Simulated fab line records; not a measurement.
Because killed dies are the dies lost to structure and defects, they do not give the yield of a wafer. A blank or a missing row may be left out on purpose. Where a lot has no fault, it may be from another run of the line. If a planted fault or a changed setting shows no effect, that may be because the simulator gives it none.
Matching of chambers :: flow n5 finfet :: N5_HKMG_FIN_STRIP_90 on rie diel-04 has 4 sister chambers
The step strips SOC in N2/H2, time 20 s. 8 wafers are shown with their chamber, then 7 later ones without.

## EACH WAFER AND ITS CHAMBER
wafer: L076.5
chamber: 1
showerhead plenum p Torr (Torr): 3.43
oes product au (a.u.): 0.91

wafer: L081.5
chamber: 0
showerhead plenum p Torr (Torr): 3.43
oes product au (a.u.): 0.73

wafer: L082.3
chamber: 0
showerhead plenum p Torr (Torr): 3.43
oes product au (a.u.): 0.73

wafer: L083.2
chamber: 1
showerhead plenum p Torr (Torr): 3.42
oes product au (a.u.): 0.89

wafer: L083.3
chamber: 2
showerhead plenum p Torr (Torr): 3.23
oes product au (a.u.): 0.73

wafer: L083.5
chamber: 3
showerhead plenum p Torr (Torr): 3.45
oes product au (a.u.): 0.70

wafer: L085.3
chamber: 2
showerhead plenum p Torr (Torr): 3.23
oes product au (a.u.): 0.73

wafer: L085.4
chamber: 3
showerhead plenum p Torr (Torr): 3.44
oes product au (a.u.): 0.70

## WAFERS MISSING THEIR CHAMBER
wafer: L085.6
showerhead plenum p Torr (Torr): 3.43
oes product au (a.u.): 0.72

wafer: L093.1
showerhead plenum p Torr (Torr): 3.42
oes product au (a.u.): 0.71

wafer: L093.2
showerhead plenum p Torr (Torr): 3.41
oes product au (a.u.): 0.85

wafer: L093.5
showerhead plenum p Torr (Torr): 3.22
oes product au (a.u.): 0.71

wafer: L097.2
showerhead plenum p Torr (Torr): 3.21
oes product au (a.u.): 0.70

wafer: L097.4
showerhead plenum p Torr (Torr): 3.43
oes product au (a.u.): 0.94

wafer: L097.6
showerhead plenum p Torr (Torr): 3.21
oes product au (a.u.): 0.71

## CHAMBER TAKEN BY EACH
wafer: L085.6
from the rows above: 0
in truth: 0

wafer: L093.1
from the rows above: can't be placed: 0 or 3
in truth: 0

wafer: L093.2
from the rows above: 1
in truth: 1

wafer: L093.5
from the rows above: 2
in truth: 2

wafer: L097.2
from the rows above: 2
in truth: 2

wafer: L097.4
from the rows above: 1
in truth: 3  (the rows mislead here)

wafer: L097.6
from the rows above: 2
in truth: 2
Correct placement for 5 of the 7. These rows do not allow placing 1 (true chamber among the candidates in 1). Wrongly placed: 1.
How it was worked out, from the rows above alone: a wafer's distance from a chamber is the root of the sum, over the readings, of the square of ((its reading less the chamber's mean) divided by the reading's scatter). If the next closest chamber is less than 2 further off than the closest, the wafer can't be placed; otherwise it belongs to the closest. Each chamber's mean is taken over the wafers shown for it. The scatter is the square root of a quotient: the sum, over the shown wafers, of each reading's squared deviation from its chamber's mean, divided by wafers minus chambers.
